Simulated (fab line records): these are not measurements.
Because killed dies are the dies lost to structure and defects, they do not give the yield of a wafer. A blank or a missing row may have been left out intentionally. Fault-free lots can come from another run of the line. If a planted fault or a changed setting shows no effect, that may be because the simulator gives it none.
Which of the tools did it? | flow nand harc | 15 lots with 45 wafers sampled at 4 steps, on a route of 1159 steps

== WHAT THE GAUGES SHOWED, per wafer ==
No reading from a measuring or inspecting step in the record can be judged against a usual standard deviation.

== WHAT TOOL EACH LOT RAN ON (gives the tool, then ch and the chambers of the sampled wafers, and finally the start) ==
lot  | NHARC_A_M1_PVD_20                       | NHARC_A_M1_ANNEAL_31             | NHARC_A_BONDPAD_PEB_07            | NHARC_A_BONDPAD_ETCH_12
L809 | pvd sputter-01, day 18 05:00 or earlier | rtp anneal-02 ch 0, day 18 05:00 | litho track-02 ch 0, day 18 07:40 | rie diel-02 ch 1,2,3, no start
L810 | pvd sputter-03, day 18 05:54 or earlier | rtp anneal-01 ch 0, day 18 05:54 | litho track-07 ch 0, day 18 08:28 | rie diel-02 ch 0,3, no start
L811 | pvd sputter-02, day 18 15:28 or earlier | rtp anneal-01 ch 0, day 18 15:28 | litho track-02 ch 0, day 18 18:05 | rie diel-02 ch 0,2,3, no start
L812 | pvd sputter-01, day 18 15:47 or earlier | rtp anneal-01 ch 0, day 18 15:47 | litho track-02 ch 0, day 18 18:25 | rie diel-11 ch 0,2,3, no start
L815 | pvd sputter-03, day 19 12:33 or earlier | rtp anneal-01 ch 0, day 19 12:33 | litho track-07 ch 0, day 19 15:37 | rie diel-02 ch 0,1, no start
L816 | pvd sputter-03, day 19 16:01 or earlier | rtp anneal-01 ch 0, day 19 16:01 | litho track-05 ch 0, day 19 18:35 | rie diel-02 ch 2,3, no start
L817 | pvd sputter-03, day 19 23:32 or earlier | rtp anneal-01 ch 0, day 19 23:32 | litho track-07 ch 0, day 20 02:02 | rie diel-02 ch 0,1,2, no start
L818 | pvd sputter-02, day 19 23:52 or earlier | rtp anneal-02 ch 0, day 19 23:52 | litho track-05 ch 0, day 20 02:44 | rie diel-08 ch 2,3, no start
L823 | pvd sputter-02, day 20 10:43 or earlier | rtp anneal-02 ch 0, day 20 10:43 | litho track-02 ch 0, day 20 13:17 | rie diel-02 ch 1,2,3, no start
L820 | pvd sputter-01, day 20 16:29 or earlier | rtp anneal-02 ch 0, day 20 16:29 | litho track-07, day 20 19:09      | rie diel-02 ch 0,1,2, no start
L822 | pvd sputter-02, day 20 22:21 or earlier | rtp anneal-02 ch 0, day 20 22:21 | litho track-02, day 21 00:58      | rie diel-02 ch 0,2,3, no start
L824 | pvd sputter-01, day 21 06:53 or earlier | rtp anneal-02 ch 0, day 21 06:53 | litho track-02, day 21 09:29      | rie diel-08 ch 2,3, no start
L830 | pvd sputter-02, day 22 08:30 or earlier | rtp anneal-02 ch 0, day 22 08:30 | litho track-07 ch 0, day 22 11:00 | rie diel-08 ch 1,3, no start
L831 | pvd sputter-02, day 23 00:21 or earlier | rtp anneal-02 ch 0, day 23 00:21 | litho track-02 ch 0, day 23 02:56 | rie diel-02 ch 0,1,3, no start
L832 | pvd sputter-02, day 24 08:01 or earlier | rtp anneal-01 ch 0, day 24 08:01 | litho track-05 ch 0, day 24 10:37 | rie diel-08 ch 0,2,3, no start
- NHARC_A_M1_PVD_20: deposits TaN, target thk 5 nm, time 8.06 s.
- NHARC_A_M1_ANNEAL_31: time 90 s.
- NHARC_A_BONDPAD_PEB_07: peb time 80 s.
- NHARC_A_BONDPAD_ETCH_12: etches the open film in CHF3/O2, target depth 220 nm, time 110 s.

== AS READ BY THE TOOLS THEMSELVES (means over the sampled wafers that have a number; for cases with no such wafer, the mark the record gives instead) ==
NHARC_A_M1_PVD_20.
lot  | tool           | throttle valve pct (%)
L809 | pvd sputter-01 | 31.2
L810 | pvd sputter-03 | 31.8
L811 | pvd sputter-02 | 30.4
L812 | pvd sputter-01 | 31.7
L815 | pvd sputter-03 | 30.4
L816 | pvd sputter-03 | 30.2
L817 | pvd sputter-03 | 30.1
L818 | pvd sputter-02 | 30.3
L823 | pvd sputter-02 | 29.8
L820 | pvd sputter-01 | 31.5
L822 | pvd sputter-02 | 30.9
L824 | pvd sputter-01 | 31.3
L830 | pvd sputter-02 | 31.2
L831 | pvd sputter-02 | 30.5
L832 | pvd sputter-02 | 30.9

NHARC_A_M1_ANNEAL_31.
lot  | tool          | wafer_temp_C_max
L809 | rtp anneal-02 | 225.9
L810 | rtp anneal-01 | 227.1
L811 | rtp anneal-01 | 227.0
L812 | rtp anneal-01 | 227.3
L815 | rtp anneal-01 | 226.7
L816 | rtp anneal-01 | 226.7
L817 | rtp anneal-01 | 227.0
L818 | rtp anneal-02 | 225.9
L823 | rtp anneal-02 | 225.8
L820 | rtp anneal-02 | 225.9
L822 | rtp anneal-02 | 225.9
L824 | rtp anneal-02 | 226.1
L830 | rtp anneal-02 | 225.9
L831 | rtp anneal-02 | 225.9
L832 | rtp anneal-01 | 226.6

NHARC_A_BONDPAD_PEB_07.
lot  | tool           | chill plate temp C (C) | exhaust pa (Pa)
L809 | litho track-02 | 22.93                  | 45.7
L810 | litho track-07 | 22.96                  | 45.7
L811 | litho track-02 | 23.10                  | 44.9
L812 | litho track-02 | 23.16                  | 45.0
L815 | litho track-07 | 23.05                  | 45.6
L816 | litho track-05 | 22.94                  | 45.0
L817 | litho track-07 | 23.04                  | 45.0
L818 | litho track-05 | 23.01                  | 44.5
L823 | litho track-02 | 22.92                  | 44.9
L820 | litho track-07 | -                      | -
L822 | litho track-02 | -                      | -
L824 | litho track-02 | -                      | -
L830 | litho track-07 | 22.93                  | 45.7
L831 | litho track-02 | 23.21                  | 45.8
L832 | litho track-05 | 22.92                  | 45.5

NHARC_A_BONDPAD_ETCH_12.
lot  | tool        | drypump motor current A (A) | o2 flow sccm (sccm) | oes product au (a.u.) | rf fwd power W (W) | rf vpp V (V) | showerhead plenum p Torr (Torr) | throttle valve pct (%)
L809 | rie diel-02 | 6.0                         | 9.968               | 0.960                 | 497.4              | 370.3        | 2.40                            | 20.572
L810 | rie diel-02 | 6.5                         | 10.010              | 0.929                 | 497.1              | 367.6        | 2.27                            | 20.569
L811 | rie diel-02 | 6.4                         | 9.977               | 0.969                 | 495.8              | 367.8        | 2.31                            | 20.576
L812 | rie diel-11 | 5.8                         | 9.995               | 0.929                 | 497.3              | 370.6        | 2.41                            | 20.571
L815 | rie diel-02 | 6.1                         | 10.017              | 0.983                 | 496.2              | 372.2        | 2.49                            | 20.568
L816 | rie diel-02 | 6.2                         | 10.004              | 0.962                 | 496.5              | 369.4        | 2.33                            | 20.569
L817 | rie diel-02 | 6.2                         | 10.026              | 0.926                 | 496.3              | 370.0        | 2.42                            | 20.567
L818 | rie diel-08 | 5.7                         | 10.001              | 0.933                 | 494.1              | 370.3        | 2.40                            | 20.561
L823 | rie diel-02 | 6.1                         | 10.002              | 0.980                 | 498.4              | 370.6        | 2.40                            | 20.574
L820 | rie diel-02 | 6.2                         | 9.981               | 0.928                 | 497.4              | 371.6        | 2.42                            | 20.569
L822 | rie diel-02 | 6.4                         | 9.986               | 0.970                 | 496.6              | 369.0        | 2.31                            | 20.567
L824 | rie diel-08 | 5.6                         | 10.008              | 0.962                 | 495.9              | 370.6        | 2.40                            | 20.578
L830 | rie diel-08 | 5.9                         | 10.033              | 0.934                 | 496.8              | 368.7        | 2.30                            | 20.563
L831 | rie diel-02 | 6.3                         | 10.003              | 0.973                 | 496.3              | 369.7        | 2.38                            | 20.562
L832 | rie diel-08 | 5.9                         | 9.974               | 0.921                 | 497.8              | 370.3        | 2.38                            | 20.573

== THE ANSWER, worked out from the rows above alone ==
Rule: usual is defined by the lots themselves. The widest of any qualifying gaps counts: lots, ordered by their means at a reading, are off when they make up no more than a third of the lots, leave a main group of 4 or more, and stand apart from it by 3 or more times the standard deviation of that group's means. The tables above print the reading to a certain number of digits; a main group whose means all agree to those digits is not used. Also off: a lot with no number at a reading for which 4 or more lots have one. Where the step has rows for the other lots, those lots are counted as sound. The gauges are gone through in route order, then the tools' own readings, and for those a lot's mean is taken as printed above. At the first step where some lot is off, the reading lying furthest off is the one used; lots without a number count as furthest.
Off: L820, L822, L824, at NHARC_A_BONDPAD_PEB_07 (chill plate temp C). Without a number there: L820, L822, L824. For the main group the mean is 23.01 C and the standard deviation 0.095.
A tool fits if, at that step or a process step before it, it ran every lot that is off, and no sound lot after the first of them. NHARC_A_M1_PVD_20 gives no start for some lots, so the hours and the order of its lots are those of NHARC_A_M1_ANNEAL_31. Not one of the candidates tried fits.

== WHAT WAS PUT IN BY THE SIMULATOR ==
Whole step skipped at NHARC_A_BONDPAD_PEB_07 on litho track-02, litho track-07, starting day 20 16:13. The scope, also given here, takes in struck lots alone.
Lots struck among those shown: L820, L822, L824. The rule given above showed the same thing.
